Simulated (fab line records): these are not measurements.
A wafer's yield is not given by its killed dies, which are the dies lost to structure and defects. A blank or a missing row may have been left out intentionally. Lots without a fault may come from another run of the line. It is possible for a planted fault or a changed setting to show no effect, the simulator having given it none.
fab line records ; flow nand_harc ; part 1 of 2: steps 1 to 16 of 23
[record] lots = 5; wafers = 15; last_day = 33
route steps=1302 shown A_STAIRCASE@694
lots untouched by any fault: they come from a run of this same line in which no faults occurred
start_h: hours from the record's first day to the start of the lot's first wafer shown ; wait_h: hours from the lot's prior step to this one ; " same as the row above ; L1.1+2: a single row standing in for several wafers ; - either no value or no given start ; * or withheld: withheld ; < > ~ a bound
route shown NAME@n: names a module that has steps shown in the file, with the first one's number in the route ; usual: the fault-free wafers' mean and standard deviation ; same: alike in all rows ; chamber/n: place in a boat ; sites: readings site by site ; _std_site: how widely they spread, as a standard deviation ; _edge_site: outer sites' mean less inner sites' ; radius_mm: how far each site lies from the wafer's centre ; mask NAME#n: copy n ; behind: the last tool/chamber to shape the wafer ; hold: cause of the lot's hold/its duration in hours/its outcome ; device: names the non-switching transistor (n, p or np) ; end of line: tests run on the same wafers once the route is complete ; a step with no rows: only its recipe ; killed: not the wafer's yield, but the dies lost to structure and defects at the first sort ; map: per-die view of a wafer (x killed, . not killed, _ where there is no die)
set.NAME: the setting as run; set.NAME@STEP: as run at that earlier step ; model.NAME: the simulator's own value behind a step, which no gauge read
a table for each step, a row for each wafer; lots at some steps of the route
services: the hour from which a tool's chamber was out of use, counted from the record's first day as start_h (under 0 if before that day), plus the number of hours and why
[[steps]]
[step NHARC_A_STAIRCASE_EBR_180]
lot.wafer;tool;chamber;start_h;wait_h
L076.2+5+6;litho_track-07;0;-;-
L080.2+3+4;litho_track-05;0;-;-
L082.2+4+5;litho_track-05;0;-;-
L092.2+4+5;litho_track-05;0;-;-
L096.2+4+6;litho_track-05;0;-;-
[step NHARC_A_STAIRCASE_EXPOSE_181]
[recipe] na = 0.5; dose_mj = 27.87; mask_id = STAIR_2
[same] na = 0.5
lot.wafer;tool;chamber;start_h;wait_h;mask
L076.2+5+6;krf_scanner-01;0;375.43;-;STAIR_2#0
L080.2+3+4;krf_scanner-01;0;406.38;-;STAIR_2#0
L082.2+4+5;krf_scanner-01;0;432.08;-;STAIR_2#0
L092.2+4+5;krf_scanner-01;0;538.43;-;STAIR_2#0
L096.2+4+6;krf_scanner-02;0;574.68;-;STAIR_2#0
[step NHARC_A_STAIRCASE_PEB_182]
[recipe] peb_temp_c = 115; peb_time_s = 130
[usual] heater_power_total_W = 123.87/0.19
lot.wafer;tool;chamber;start_h;wait_h;heater_power_total_W
L076.2;litho_track-02;0;375.50;0.1;124.03
L076.5;litho_track-02;0;375.50;0.1;123.90
L076.6;litho_track-02;0;375.50;0.1;123.87
L080.2;litho_track-07;0;406.44;0.1;124.01
L080.3;litho_track-07;0;406.44;0.1;123.91
L080.4;litho_track-07;0;406.44;0.1;123.91
L082.2;litho_track-05;0;432.14;0.1;123.68
L082.4;litho_track-05;0;432.14;0.1;124.02
L082.5;litho_track-05;0;432.14;0.1;123.79
L092.2;litho_track-05;0;538.49;0.1;123.47
L092.4;litho_track-05;0;538.49;0.1;123.77
L092.5;litho_track-05;0;538.49;0.1;123.62
L096.2;litho_track-05;0;574.74;0.1;123.90
L096.4;litho_track-05;0;574.74;0.1;124.02
L096.6;litho_track-05;0;574.74;0.1;123.89
[step NHARC_A_STAIRCASE_DEVELOP_183]
[recipe] time_s = 140
lot.wafer;tool;chamber;start_h;wait_h
L076.2+5+6;litho_track-02;0;-;-
L080.2+3+4;litho_track-07;0;-;-
L082.2+4+5;litho_track-05;0;-;-
L092.2+4+5;litho_track-05;0;-;-
L096.2+4+6;litho_track-05;0;-;-
[step NHARC_A_STAIRCASE_HARDBAKE_185]
[recipe] temp_c = 120; time_s = 140
[usual] heater_power_total_W = 127.29/0.21
lot.wafer;tool;chamber;start_h;wait_h;heater_power_total_W
L076.2;litho_track-05;0;375.72;-;127.18
L076.5;litho_track-05;0;375.72;-;126.92
L076.6;litho_track-05;0;375.72;-;127.39
L080.2;litho_track-07;0;406.67;-;127.43
L080.3;litho_track-07;0;406.67;-;127.23
L080.4;litho_track-07;0;406.67;-;127.42
L082.2;litho_track-05;0;432.37;-;127.29
L082.4;litho_track-05;0;432.37;-;127.30
L082.5;litho_track-05;0;432.37;-;127.60
L092.2;litho_track-02;0;538.72;-;126.85
L092.4;litho_track-02;0;538.72;-;127.20
L092.5;litho_track-02;0;538.72;-;127.44
L096.2;litho_track-05;0;574.96;-;126.99
L096.4;litho_track-05;0;574.96;-;127.51
L096.6;litho_track-05;0;574.96;-;127.35
[step NHARC_A_STAIRCASE_DESCUM_186]
[recipe] time_s = 3; o2_flow_sccm = 200; ar_flow_sccm = 0; bias_power_w = 0; chemistry = O2
[usual] drypump_motor_current_A = 5.6/0.43; o2_flow_sccm = 200.0/0.57; oes_product_au = 0.995/0.01; rf_vpp_V = 58.0/0.89; showerhead_plenum_p_Torr = 1.93/0.068; throttle_valve_pct = 11.312/0.009
lot.wafer;tool;chamber;start_h;wait_h;drypump_motor_current_A;o2_flow_sccm;oes_product_au;rf_hours_counter_h;rf_vpp_V;showerhead_plenum_p_Torr;throttle_valve_pct
L076.2;rie_diel-07;3;375.80;-;5.2;200.7;0.983;21;57.8;1.89;11.320
L076.6;rie_diel-07;3;375.80;-;5.2;199.7;0.982;-;58.8;1.89;11.315
L076.5;rie_diel-07;0;375.80;-;6.1;200.5;0.981;-;59.1;2.03;11.318
L080.4;rie_diel-07;2;406.75;-;5.2;200.4;1.011;34;56.4;1.98;11.320
L080.3;rie_diel-07;3;406.75;-;5.2;200.1;0.977;32;57.7;1.88;11.301
L080.2;rie_diel-07;0;406.75;-;6.2;200.1;0.986;29;58.3;2.03;11.328
L082.2;rie_diel-06;2;432.45;-;6.6;200.1;0.990;41;57.8;1.86;11.315
L082.4;rie_diel-06;1;432.45;-;5.7;200.6;0.998;43;58.3;1.89;11.306
L082.5;rie_diel-06;2;432.45;-;6.6;199.2;0.977;-;57.9;1.86;11.305
L092.4;rie_diel-07;3;538.80;-;5.3;200.0;0.992;17;57.6;1.87;11.330
L092.2;rie_diel-07;1;538.80;-;5.0;199.2;0.990;20;57.0;1.95;11.299
L092.5;rie_diel-07;3;538.80;-;5.2;199.9;0.993;-;58.4;1.87;11.292
L096.2;rie_diel-07;3;575.06;-;5.3;200.1;1.003;27;58.4;1.87;11.310
L096.4;rie_diel-07;0;575.06;-;6.1;200.9;1.001;29;58.1;2.01;11.291
L096.6;rie_diel-07;1;575.06;-;5.1;199.1;0.989;-;57.4;1.95;11.312
[step NHARC_A_STAIRCASE_TRIM_187]
[recipe] time_s = 211.2; o2_flow_sccm = 500; ar_flow_sccm = 0; bias_w = 0; chemistry = O2
[usual] drypump_motor_current_A = 5.7/0.44; o2_flow_sccm = 499.8/1.5; oes_product_au = 0.995/0.01; rf_vpp_V = 57.9/0.86; showerhead_plenum_p_Torr = 3.55/0.11; throttle_valve_pct = 17.036/0.0084
[same] bias_w = 0
lot.wafer;tool;chamber;start_h;wait_h;drypump_motor_current_A;o2_flow_sccm;oes_product_au;rf_hours_counter_h;rf_vpp_V;showerhead_plenum_p_Torr;throttle_valve_pct
L076.2;rie_diel-07;2;375.92;0.1;5.2;500.3;1.000;22;56.5;3.66;17.042
L076.6;rie_diel-07;0;375.92;0.1;6.2;501.2;0.991;-;59.8;3.73;17.052
L076.5;rie_diel-07;1;375.92;0.1;5.0;498.8;0.992;-;58.6;3.62;17.034
L080.4;rie_diel-07;0;406.84;0.1;6.2;499.1;0.980;29;57.5;3.73;17.034
L080.2;rie_diel-07;2;406.84;0.1;5.3;501.6;0.979;34;56.5;3.65;17.028
L080.3;rie_diel-07;3;406.84;0.1;5.2;498.2;0.991;32;57.9;3.48;17.034
L082.4;rie_diel-06;1;432.54;0.1;5.7;498.8;1.001;43;57.2;3.49;17.035
L082.2;rie_diel-06;3;432.54;0.1;5.9;501.5;0.983;43;58.0;3.49;17.029
L082.5;rie_diel-06;1;432.54;0.1;5.7;501.1;1.005;-;55.9;3.49;17.030
L092.2;rie_diel-07;2;538.90;0.1;5.2;502.0;0.995;18;57.0;3.63;17.030
L092.4;rie_diel-07;0;538.90;0.1;6.2;497.3;0.990;19;59.1;3.71;17.041
L092.5;rie_diel-07;1;538.90;0.1;5.0;498.9;0.991;-;59.0;3.59;17.045
L096.4;rie_diel-07;1;575.16;0.1;5.0;498.2;0.989;31;57.8;3.59;17.030
L096.2;rie_diel-07;2;575.16;0.1;5.3;499.5;0.997;29;57.9;3.62;17.031
L096.6;rie_diel-07;3;575.16;0.1;5.3;500.8;0.993;-;59.3;3.45;17.034
[step NHARC_A_STAIRCASE_ETCH_188]
[recipe] target_depth_a = 1000; time_s = 40.5; ion_energy_ev = 400; c4f8_flow_sccm = 20; o2_flow_sccm = 10; ar_flow_sccm = withheld; rf_w = 600; bias_w = 1000; chemistry = C4F8/O2
[usual] bias_w = 1000/3.2; oes_product_au = 0.937/0.015; rf_vpp_V = 897/4.2
lot.wafer;tool;chamber;start_h;wait_h;bias_w;oes_product_au;rf_hours_counter_h;rf_vpp_V
L076.2;rie_diel-07;3;-;-;995;0.930;21;893
L076.6;rie_diel-07;0;-;-;1004;0.927;-;903
L076.5;rie_diel-07;1;-;-;1002;0.924;-;899
L080.4;rie_diel-07;0;-;-;1002;0.912;29;903
L080.3;rie_diel-07;1;-;-;1003;0.927;31;900
L080.2;rie_diel-07;2;-;-;997;0.919;34;902
L082.2;rie_diel-06;0;-;-;1000;0.966;43;902
L082.4;rie_diel-06;1;-;-;1005;0.961;43;894
L082.5;rie_diel-06;0;-;-;1004;0.949;-;902
L092.2;rie_diel-07;0;-;-;1002;0.930;19;904
L092.4;rie_diel-07;1;-;-;1000;0.947;20;899
L092.5;rie_diel-07;3;-;-;1000;0.958;-;894
L096.2;rie_diel-07;1;-;-;996;0.939;31;898
L096.4;rie_diel-07;3;-;-;1005;0.934;27;895
L096.6;rie_diel-07;2;-;-;1006;0.937;-;899
[step NHARC_A_STAIRCASE_TRIM_189]
[recipe] time_s = 211.2; o2_flow_sccm = 500; ar_flow_sccm = 0; bias_w = 0; chemistry = O2
[usual] drypump_motor_current_A = 5.7/0.45; o2_flow_sccm = 499.8/1.6; oes_product_au = 0.996/0.01; rf_vpp_V = 57.7/0.93; showerhead_plenum_p_Torr = 3.55/0.11; throttle_valve_pct = 17.036/0.0099
[same] bias_w = 0
lot.wafer;tool;chamber;start_h;wait_h;drypump_motor_current_A;o2_flow_sccm;oes_product_au;rf_hours_counter_h;rf_vpp_V;showerhead_plenum_p_Torr;throttle_valve_pct
L076.2;rie_diel-07;2;-;-;5.2;500.0;0.987;22;58.9;3.66;17.052
L076.5;rie_diel-07;1;-;-;5.0;498.7;0.981;-;57.6;3.62;17.048
L076.6;rie_diel-07;2;-;-;5.2;498.4;0.995;-;59.2;3.66;17.032
L080.4;rie_diel-07;0;-;-;6.2;502.0;0.987;29;58.7;3.73;17.035
L080.3;rie_diel-07;2;-;-;5.2;499.6;0.997;34;56.3;3.65;17.051
L080.2;rie_diel-07;3;-;-;5.3;498.2;0.985;32;57.5;3.48;17.037
L082.4;rie_diel-06;2;-;-;6.6;502.7;0.984;41;56.8;3.44;17.038
L082.2;rie_diel-06;0;-;-;5.5;500.4;0.994;43;58.6;3.72;17.038
L082.5;rie_diel-06;2;-;-;6.6;503.8;0.978;-;57.1;3.44;17.018
L092.4;rie_diel-07;0;-;-;6.2;498.9;0.996;19;56.9;3.71;17.037
L092.2;rie_diel-07;1;-;-;5.0;498.9;0.992;20;58.1;3.59;17.034
L092.5;rie_diel-07;2;-;-;5.3;501.5;1.002;-;58.3;3.63;17.029
L096.2;rie_diel-07;1;-;-;5.1;499.5;0.996;32;57.2;3.59;17.031
L096.4;rie_diel-07;3;-;-;5.3;504.1;0.998;28;58.1;3.45;17.056
L096.6;rie_diel-07;0;-;-;6.2;501.1;0.996;-;58.3;3.70;17.048
[step NHARC_A_STAIRCASE_ETCH_190]
[recipe] target_depth_a = 1000; time_s = 40.5; ion_energy_ev = 400; c4f8_flow_sccm = 20; o2_flow_sccm = 10; ar_flow_sccm = withheld; rf_w = 600; bias_w = 1000; chemistry = C4F8/O2
[usual] bias_w = 1000/3.2; oes_product_au = 0.936/0.012; rf_vpp_V = 897/4.3
lot.wafer;tool;chamber;start_h;wait_h;bias_w;oes_product_au;rf_hours_counter_h;rf_vpp_V
L076.2;rie_diel-07;3;-;-;1003;0.912;21;895
L076.5;rie_diel-07;0;-;-;998;0.915;-;904
L076.6;rie_diel-07;1;-;-;996;0.916;-;901
L080.4;rie_diel-07;1;-;-;1001;0.932;31;900
L080.3;rie_diel-07;2;-;-;999;0.922;34;900
L080.2;rie_diel-07;0;-;-;1000;0.917;29;903
L082.4;rie_diel-06;0;-;-;1002;0.955;44;902
L082.2;rie_diel-06;2;-;-;1002;0.934;41;894
L082.5;rie_diel-06;3;-;-;999;0.949;-;893
L092.4;rie_diel-07;0;-;-;1001;0.946;19;903
L092.2;rie_diel-07;3;-;-;1000;0.941;17;893
L092.5;rie_diel-07;1;-;-;1002;0.942;-;897
L096.2;rie_diel-07;0;-;-;1005;0.932;30;902
L096.4;rie_diel-07;3;-;-;1000;0.954;28;893
L096.6;rie_diel-07;1;-;-;1001;0.941;-;898
[step NHARC_A_STAIRCASE_TRIM_191]
[recipe] time_s = 211.2; o2_flow_sccm = 500; ar_flow_sccm = 0; bias_w = 0; chemistry = O2
[usual] drypump_motor_current_A = 5.7/0.45; o2_flow_sccm = 500.0/1.5; oes_product_au = 0.995/0.011; rf_vpp_V = 57.7/0.91; showerhead_plenum_p_Torr = 3.54/0.11; throttle_valve_pct = 17.036/0.0081
[same] bias_w = 0
lot.wafer;tool;chamber;start_h;wait_h;drypump_motor_current_A;o2_flow_sccm;oes_product_au;rf_hours_counter_h;rf_vpp_V;showerhead_plenum_p_Torr;throttle_valve_pct
L076.2;rie_diel-07;3;-;-;5.2;499.2;0.992;21;57.2;3.48;17.031
L076.6;rie_diel-07;3;-;-;5.2;500.1;0.986;-;57.4;3.48;17.043
L076.5;rie_diel-07;0;-;-;6.2;499.3;0.988;-;58.4;3.73;17.025
L080.2;rie_diel-07;3;-;-;5.3;499.1;0.995;32;55.9;3.48;17.042
L080.3;rie_diel-07;0;-;-;6.2;500.8;0.988;29;59.9;3.73;17.022
L080.4;rie_diel-07;1;-;-;5.0;502.6;1.000;31;58.9;3.61;17.044
L082.4;rie_diel-06;1;-;-;5.8;499.3;1.010;43;57.1;3.49;17.043
L082.2;rie_diel-06;0;-;-;5.5;499.7;0.989;44;58.1;3.72;17.041
L082.5;rie_diel-06;1;-;-;5.8;500.3;1.006;-;57.3;3.49;17.031
L092.4;rie_diel-07;1;-;-;5.1;500.4;0.998;20;58.4;3.59;17.041
L092.2;rie_diel-07;2;-;-;5.3;501.5;0.998;18;57.6;3.63;17.023
L092.5;rie_diel-07;0;-;-;6.1;502.1;0.991;-;59.5;3.71;17.033
L096.4;rie_diel-07;2;-;-;5.3;499.3;0.988;30;57.5;3.62;17.035
L096.2;rie_diel-07;3;-;-;5.2;501.1;0.988;28;57.5;3.45;17.031
L096.6;rie_diel-07;2;-;-;5.2;497.6;0.982;-;57.6;3.62;17.036
[step NHARC_A_STAIRCASE_ETCH_192]
[recipe] target_depth_a = 1000; time_s = 40.5; ion_energy_ev = 400; c4f8_flow_sccm = 20; o2_flow_sccm = 10; ar_flow_sccm = withheld; rf_w = 600; bias_w = 1000; chemistry = C4F8/O2
[usual] bias_w = 999.8/2.9; oes_product_au = 0.938/0.012; rf_vpp_V = 897/4.2
lot.wafer;tool;chamber;start_h;wait_h;bias_w;oes_product_au;rf_hours_counter_h;rf_vpp_V
L076.2;rie_diel-07;1;-;-;999.3;0.945;20;899
L076.5;rie_diel-07;1;-;-;1003.5;0.939;-;900
L076.6;rie_diel-07;2;-;-;1003.5;0.931;-;901
L080.4;rie_diel-07;0;-;-;1001.4;0.929;29;902
L080.3;rie_diel-07;2;-;-;1003.9;0.929;34;900
L080.2;rie_diel-07;3;-;-;995.6;0.926;32;894
L082.4;rie_diel-06;2;-;-;1002.8;0.925;42;892
L082.2;rie_diel-06;3;-;-;1001.4;0.955;43;895
L082.5;rie_diel-06;2;-;-;1003.2;0.915;-;893
L092.2;rie_diel-07;2;-;-;997.3;0.943;18;899
L092.4;rie_diel-07;1;-;-;1000.3;0.939;20;899
L092.5;rie_diel-07;3;-;-;997.9;0.928;-;893
L096.4;rie_diel-07;0;-;-;1001.9;0.941;30;902
L096.2;rie_diel-07;1;-;-;997.7;0.932;32;898
L096.6;rie_diel-07;2;-;-;999.9;0.921;-;900
[step NHARC_A_STAIRCASE_TRIM_193]
[recipe] time_s = 211.2; o2_flow_sccm = 500; ar_flow_sccm = 0; bias_w = 0; chemistry = O2
[usual] drypump_motor_current_A = 5.7/0.46; o2_flow_sccm = 500.1/1.6; oes_product_au = 0.996/0.01; rf_vpp_V = 57.8/0.83; showerhead_plenum_p_Torr = 3.55/0.11; throttle_valve_pct = 17.036/0.0086
[same] bias_w = 0
lot.wafer;tool;chamber;start_h;wait_h;drypump_motor_current_A;o2_flow_sccm;oes_product_au;rf_hours_counter_h;rf_vpp_V;showerhead_plenum_p_Torr;throttle_valve_pct
L076.2;rie_diel-07;1;-;-;5.0;496.6;1.003;20;57.5;3.62;17.037
L076.5;rie_diel-07;0;-;-;6.2;498.8;0.980;-;57.2;3.73;17.030
L076.6;rie_diel-07;1;-;-;5.0;499.5;0.988;-;59.1;3.62;17.029
L080.4;rie_diel-07;2;-;-;5.3;501.1;0.990;34;58.7;3.65;17.035
L080.3;rie_diel-07;3;-;-;5.3;501.7;0.983;32;57.2;3.48;17.042
L080.2;rie_diel-07;0;-;-;6.2;500.1;0.995;29;59.1;3.73;17.036
L082.2;rie_diel-06;3;-;-;5.9;498.5;0.993;43;57.4;3.49;17.028
L082.4;rie_diel-06;0;-;-;5.5;500.0;1.003;44;58.8;3.72;17.029
L082.5;rie_diel-06;1;-;-;5.7;502.5;1.016;-;58.2;3.49;17.032
L092.2;rie_diel-07;1;-;-;5.1;503.4;1.005;20;58.2;3.59;17.033
L092.4;rie_diel-07;3;-;-;5.2;496.7;0.995;17;57.8;3.46;17.034
L092.5;rie_diel-07;1;-;-;5.0;501.0;0.996;-;58.6;3.59;17.041
L096.2;rie_diel-07;0;-;-;6.2;498.7;0.994;30;58.7;3.70;17.033
L096.4;rie_diel-07;1;-;-;5.0;498.5;0.989;32;57.9;3.59;17.042
L096.6;rie_diel-07;3;-;-;5.3;498.2;0.995;-;58.7;3.45;17.047
[step NHARC_A_STAIRCASE_ETCH_194]
[recipe] target_depth_a = 1000; time_s = 40.5; ion_energy_ev = 400; c4f8_flow_sccm = 20; o2_flow_sccm = 10; ar_flow_sccm = withheld; rf_w = 600; bias_w = 1000; chemistry = C4F8/O2
[usual] bias_w = 1000.2/2.7; oes_product_au = 0.938/0.012; rf_vpp_V = 896/4.2
lot.wafer;tool;chamber;start_h;wait_h;bias_w;oes_product_au;rf_hours_counter_h;rf_vpp_V
L076.2;rie_diel-07;0;-;-;998.2;0.923;19;902
L076.5;rie_diel-07;1;-;-;999.5;0.927;-;899
L076.6;rie_diel-07;2;-;-;1002.8;0.952;-;902
L080.4;rie_diel-07;0;-;-;996.9;0.955;29;902
L080.3;rie_diel-07;2;-;-;1000.2;0.928;34;901
L080.2;rie_diel-07;3;-;-;1002.6;0.937;32;893
L082.4;rie_diel-06;3;-;-;999.8;0.953;43;894
L082.2;rie_diel-06;0;-;-;999.6;0.958;44;903
L082.5;rie_diel-06;3;-;-;998.8;0.947;-;896
L092.2;rie_diel-07;2;-;-;995.6;0.951;18;900
L092.4;rie_diel-07;0;-;-;1001.4;0.931;19;903
L092.5;rie_diel-07;3;-;-;998.4;0.945;-;893
L096.2;rie_diel-07;1;-;-;1002.4;0.929;32;898
L096.4;rie_diel-07;2;-;-;999.8;0.936;30;900
L096.6;rie_diel-07;1;-;-;1000.2;0.940;-;897
[step NHARC_A_STAIRCASE_TRIM_196]
[recipe] time_s = 211.2; o2_flow_sccm = 500; ar_flow_sccm = 0; bias_w = 0; chemistry = O2
[usual] drypump_motor_current_A = 5.6/0.45; o2_flow_sccm = 500.0/1.5; oes_product_au = 0.995/0.011; rf_vpp_V = 57.8/0.93; showerhead_plenum_p_Torr = 3.55/0.11; throttle_valve_pct = 17.038/0.0093
[same] bias_w = 0
lot.wafer;tool;chamber;start_h;wait_h;drypump_motor_current_A;o2_flow_sccm;oes_product_au;rf_hours_counter_h;rf_vpp_V;showerhead_plenum_p_Torr;throttle_valve_pct
L076.2;rie_diel-07;0;377.68;0.1;6.2;501.4;0.985;19;57.3;3.73;17.022
L076.6;rie_diel-07;3;377.68;0.1;5.3;497.4;0.995;-;59.1;3.48;17.024
L076.5;rie_diel-07;0;377.68;0.1;6.2;501.0;0.984;-;58.0;3.73;17.033
L080.3;rie_diel-07;3;407.86;0.1;5.3;500.3;0.982;32;57.2;3.48;17.059
L080.2;rie_diel-07;0;407.86;0.1;6.1;496.7;0.977;29;58.2;3.73;17.043
L080.4;rie_diel-07;2;407.86;0.1;5.3;499.0;0.998;34;57.3;3.65;17.035
L082.4;rie_diel-08;3;433.56;0.1;5.5;500.4;0.971;22;56.8;3.33;17.048
L082.2;rie_diel-08;1;433.56;0.1;5.8;498.6;1.015;17;58.9;3.58;17.038
L082.5;rie_diel-08;0;433.56;0.1;5.2;502.4;1.001;-;57.3;3.53;17.033
L092.4;rie_diel-07;2;539.95;0.1;5.2;499.8;1.002;18;57.4;3.63;17.050
L092.2;rie_diel-07;3;539.95;0.1;5.2;502.9;0.996;17;57.1;3.46;17.032
L092.5;rie_diel-07;1;539.95;0.1;5.0;499.4;0.990;-;59.2;3.59;17.051
L096.2;rie_diel-07;3;576.52;0.1;5.3;500.0;0.987;28;56.1;3.45;17.044
L096.4;rie_diel-07;1;576.52;0.1;5.0;498.9;0.986;32;59.1;3.59;17.049
L096.6;rie_diel-07;0;576.52;0.1;6.2;497.6;0.983;-;57.9;3.70;17.021
[step NHARC_A_STAIRCASE_ETCH_197]
[recipe] target_depth_a = 1000; time_s = 40.5; ion_energy_ev = 400; c4f8_flow_sccm = 20; o2_flow_sccm = 10; ar_flow_sccm = withheld; rf_w = 600; bias_w = 1000; chemistry = C4F8/O2
[usual] bias_w = 999.7/2.6; oes_product_au = 0.949/0.019; rf_vpp_V = 897/4.5
lot.wafer;tool;chamber;start_h;wait_h;bias_w;oes_product_au;rf_hours_counter_h;rf_vpp_V
L076.2;rie_diel-07;0;-;-;999.1;0.927;19;903
L076.5;rie_diel-07;3;-;-;999.0;0.933;-;893
L076.6;rie_diel-07;0;-;-;998.7;0.930;-;904
L080.4;rie_diel-07;0;-;-;1000.3;0.938;29;903
L080.2;rie_diel-07;1;-;-;998.4;0.952;32;900
L080.3;rie_diel-07;2;-;-;1003.5;0.941;34;898
L082.2;rie_diel-08;0;-;-;999.5;0.966;13;895
L082.4;rie_diel-08;2;-;-;995.0;0.992;14;895
L082.5;rie_diel-08;0;-;-;999.3;0.970;-;895
L092.4;rie_diel-07;1;-;-;998.9;0.928;20;898
L092.2;rie_diel-07;2;-;-;1003.5;0.946;18;899
L092.5;rie_diel-07;3;-;-;1003.0;0.958;-;893
L096.4;rie_diel-07;0;-;-;1002.4;0.937;30;902
L096.2;rie_diel-07;2;-;-;996.4;0.938;30;899
L096.6;rie_diel-07;1;-;-;1000.2;0.936;-;899
